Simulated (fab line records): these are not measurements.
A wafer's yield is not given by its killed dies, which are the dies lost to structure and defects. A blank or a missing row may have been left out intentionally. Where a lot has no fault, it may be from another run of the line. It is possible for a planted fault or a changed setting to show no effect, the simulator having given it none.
Which tool is to blame? + flow nand-harc + Sampling: 6 lots, 18 wafers, 4 of 1302 route steps

## WHAT THE GAUGES READ, wafer by wafer
NHARC_A_M0_CD_MEAS_09 targets a cd of 80 nm.
| lot  | measured     | on        | cd-nm (nm)     |
|------|--------------|-----------|----------------|
| L270 | day 23 03:38 | cd-sem-03 | 80.2 79.9 80.6 |
| L272 | day 23 17:32 | cd-sem-01 | 80.9 79.4 81.1 |
| L274 | day 24 10:55 | cd-sem-02 | 66.3 66.9 66.7 |
| L276 | day 25 21:05 | cd-sem-03 | 79.5 81.0 80.6 |
| L286 | day 29 06:31 | cd-sem-02 | 80.8 80.7 80.7 |
| L291 | day 31 06:44 | cd-sem-03 | 81.1 79.4 79.7 |

## TOOL THAT RAN EACH LOT (tool first, then ch and the chambers of the sampled wafers, then the start)
| lot  | NHARC_A_BLC_STRIP_21               | NHARC_A_BLC_CMP_25            | NHARC_A_M0_EXPOSE_06               |
|------|------------------------------------|-------------------------------|------------------------------------|
| L270 | rie-diel-07 ch 1,2, day 23 00:56   | cmp-04 ch 1,2,3, day 23 02:22 | arfi-scanner-01 ch 0, day 23 03:29 |
| L272 | rie-diel-02 ch 1,2,3, day 23 14:50 | cmp-01 ch 1,2,3, day 23 16:14 | arfi-scanner-01 ch 0, day 23 17:24 |
| L274 | rie-diel-11 ch 0,1,3, day 24 08:19 | cmp-02 ch 0,1,3, day 24 09:44 | arfi-scanner-02 ch 0, day 24 10:47 |
| L276 | rie-diel-02 ch 0,3, day 25 18:23   | cmp-04 ch 0,1, day 25 19:49   | arfi-scanner-01 ch 0, day 25 20:58 |
| L286 | rie-diel-07 ch 0,1,3, day 29 03:58 | cmp-02 ch 2,3, day 29 05:21   | arfi-scanner-03 ch 0, day 29 06:23 |
| L291 | rie-diel-11 ch 1,2,3, day 31 04:03 | cmp-04 ch 1,2,3, day 31 05:29 | arfi-scanner-01 ch 0, day 31 06:36 |
- NHARC_A_BLC_STRIP_21: strips in O2.
- NHARC_A_BLC_CMP_25: polishes, t overpolish 30 s, target thk 150 nm.
- NHARC_A_M0_EXPOSE_06: exposes mask A M0, target cd 80 nm.

## THE ANSWER, worked out from the rows above alone
Rule: the lots themselves supply what counts as usual. Put in order of their means at a reading, lots are off if they are a third of the lots or fewer, leave a main group of 4 or more, and stand apart from it by a gap of 3 or more times the standard deviation of the main group's means; of several such gaps the widest counts. A main group whose means are all the same, to the digits that the tables above print for the reading, isn't used. Also off: a lot with no number at a reading for which 4 or more lots have one. The other lots that the step has rows for count as sound.
Off: L274 (NHARC_A_M0_CD_MEAS_09, cd-nm). Mean 80.4 nm and standard deviation 0.22 in the main group.
A tool fits if, at a process step before that reading, it ran every lot that is off, and no sound lot after the first of them. Those tools and the gauges at NHARC_A_M0_CD_MEAS_09 are tried in the same way. One fits: NHARC_A_M0_EXPOSE_06 on arfi-scanner-02. It ran no sound lot before its first lot that is off in this sample, so the start can't be narrowed down.

## WHAT WAS PUT IN BY THE SIMULATOR
Process parameter drift: arfi-scanner-02, from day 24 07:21 on, at NHARC_A_M0_EXPOSE_06. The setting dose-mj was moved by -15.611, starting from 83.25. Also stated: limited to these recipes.
Shown lots that were struck: L274. The rule above found the same.
